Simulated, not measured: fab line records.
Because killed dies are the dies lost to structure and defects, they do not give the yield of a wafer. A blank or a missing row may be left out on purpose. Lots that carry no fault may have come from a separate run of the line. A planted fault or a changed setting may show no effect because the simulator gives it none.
One fault through the eyes of 2 desks / flow nand-harc / each desk holds nothing but its own numbers, with what lay behind them at the end

== THE DEFECT DESK ==
Lot by lot, what the route's inspections counted, given as the mean of those sampled wafers with a number. If a lot's mean is further than 4 standard deviations from the usual mean, the lot is out of limits and carries the mark OUT (the distance appears in the brackets).
Columns: A = raw-defect-count at NHARC_A_CHANNEL_HOLE_D1_INSPECT_40, usual 71
lot=L898; first seen here=day 9 13:12; A=100
lot=L900; first seen here=day 10 09:56; A=56
lot=L904; first seen here=day 11 23:26; A=93
lot=L907; first seen here=day 13 04:27; A=92
lot=L909; first seen here=day 13 11:57; A=55
lot=L910; first seen here=day 14 22:18; A=410 (+13) OUT
lot=L912; first seen here=day 14 22:58; A=56
lot=L913; first seen here=day 15 06:38; A=415 (+13) OUT
lot=L914; first seen here=day 15 17:11; A=55
lot=L919; first seen here=day 17 20:05; A=55
lot=L920; first seen here=day 18 16:19; A=43
Finding of this desk: L910, L913 out of limits; the first was L910 at day 14 22:18, on raw-defect-count at NHARC_A_CHANNEL_HOLE_D1_INSPECT_40. L898, L900, L904, L907, L909, L912, L914, L919, L920 stayed within limits.

== FOR THE TOOL OWNER'S DESK: har-etch-02 ==
The tool's own readings at NHARC_A_CHANNEL_HOLE_D1_ETCH_25 (etches the open film in C4F8/O2/Ar, time 1040.2 s, target depth 1500 nm): means of the sampled wafers that have a number, for each lot that ran on this tool. If a lot's mean is further than 4 standard deviations from the usual mean, the lot is out of limits and carries the mark OUT (the distance appears in the brackets).
Columns: A = drypump-motor-current-A at NHARC_A_CHANNEL_HOLE_D1_ETCH_25, usual 6.0 A; B = showerhead-plenum-p-Torr at NHARC_A_CHANNEL_HOLE_D1_ETCH_25, usual 3.68 Torr; C = temp-c at NHARC_A_CHANNEL_HOLE_D1_ETCH_25, usual -20.01 C; D = throttle-valve-pct at NHARC_A_CHANNEL_HOLE_D1_ETCH_25, usual 32.235 %
lot=L898; first seen here=day 9 10:32; A=5.9; B=3.71; C=-20.03; D=32.224
lot=L904; first seen here=day 11 19:22; A=5.0; B=3.60; C=-20.02; D=32.237
lot=L907; first seen here=day 13 01:39; A=5.4; B=3.64; C=-20.19; D=32.234
lot=L910; first seen here=day 14 19:31; A=5.4; B=3.63; C=-19.95; D=32.243
lot=L913; first seen here=day 15 03:50; A=5.4; B=3.63; C=-19.91; D=32.244
lot=L920; first seen here=day 18 13:36; A=5.4; B=3.85; C=-19.94; D=32.242
This desk's finding: nothing out of limits on any of the 6 lots.

== PUT TOGETHER ==
The defect desk could have raised an alarm at day 14 22:18, on L910, L913.
The tool owner's desk saw nothing out of limits.
On record at the tool owner's desk: L910, L913, within its limits.
All the named lots went through NHARC_A_CHANNEL_HOLE_D1_ETCH_25 on har-etch-02.

== WHAT THE SIMULATOR HAD INSERTED ==
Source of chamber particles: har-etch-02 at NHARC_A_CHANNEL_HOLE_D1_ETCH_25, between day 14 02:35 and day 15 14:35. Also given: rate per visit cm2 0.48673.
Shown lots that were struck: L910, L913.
Hours from the fault's start to each desk's first reading out of limits: the defect desk, 20.
